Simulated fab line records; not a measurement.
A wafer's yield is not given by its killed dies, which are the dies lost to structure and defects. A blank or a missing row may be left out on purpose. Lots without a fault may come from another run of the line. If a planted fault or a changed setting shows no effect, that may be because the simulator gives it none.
Chamber matching + flow nand-harc + cmp-02 running NHARC_A_STAIRCASE_CMP_450: 4 sister chambers
The step polishes SiO2, target thk 200 nm. 16 wafers are shown with their chamber, then 8 later ones without.

## WAFERS PAIRED WITH THEIR CHAMBERS
| wafer  | chamber | motor-current-A (A) |
|--------|---------|---------------------|
| L074.2 | 1       | 14.1                |
| L074.3 | 2       | 12.2                |
| L074.4 | 3       | 13.7                |
| L074.1 | 0       | 10.9                |
| L074.5 | 2       | 12.0                |
| L074.6 | 1       | 13.8                |
| L079.3 | 1       | 13.7                |
| L079.4 | 3       | 13.1                |
| L079.6 | 3       | 13.2                |
| L085.3 | 1       | 13.8                |
| L085.5 | 1       | 13.2                |
| L085.6 | 2       | 12.0                |
| L092.1 | 1       | 13.5                |
| L092.3 | 0       | 10.4                |
| L092.6 | 0       | 10.3                |
| L094.1 | 3       | 13.9                |

SIGNATURES (means of the wafers above)
| reading         | chamber 0 | chamber 1 | chamber 2 | chamber 3 | scatter within a chamber |
|-----------------|-----------|-----------|-----------|-----------|--------------------------|
| motor-current-A | 10.533    | 13.683    | 12.067    | 13.475    | 0.309                    |
Rule: for each reading, subtract the chamber's mean from the wafer's reading, divide by that reading's scatter and square the result; add these up over the readings and take the root, which gives the wafer's distance from the chamber. If the next closest chamber is less than 2 further off than the closest, the wafer can't be placed; otherwise it belongs to the closest. The scatter is the square root of a quotient: the sum, over the shown wafers, of each reading's squared deviation from its chamber's mean, divided by wafers minus chambers.

## WAFERS WHOSE CHAMBER IS MISSING
| wafer  | motor-current-A (A) |
|--------|---------------------|
| L094.2 | 13.9                |
| L094.4 | 12.2                |
| L096.2 | 14.2                |
| L096.4 | 10.9                |
| L096.6 | 12.9                |
| L096.1 | 12.1                |
| L096.3 | 13.0                |
| L096.5 | 11.8                |

## WHICH CHAMBER EACH WENT THROUGH
| wafer  | from the rows above          | in truth |
|--------|------------------------------|----------|
| L094.2 | can't be placed: 1 or 3      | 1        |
| L094.4 | 2                            | 2        |
| L096.2 | can't be placed: 1 or 3      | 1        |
| L096.4 | 0                            | 0        |
| L096.6 | can't be placed: 3 or 1 or 2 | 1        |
| L096.1 | 2                            | 2        |
| L096.3 | can't be placed: 3 or 1 or 2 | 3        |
| L096.5 | 2                            | 2        |
4 of 8 placed correctly. From these rows, 4 cannot be placed; in 4 the true chamber is one of the candidates. Wrongly placed: 0.
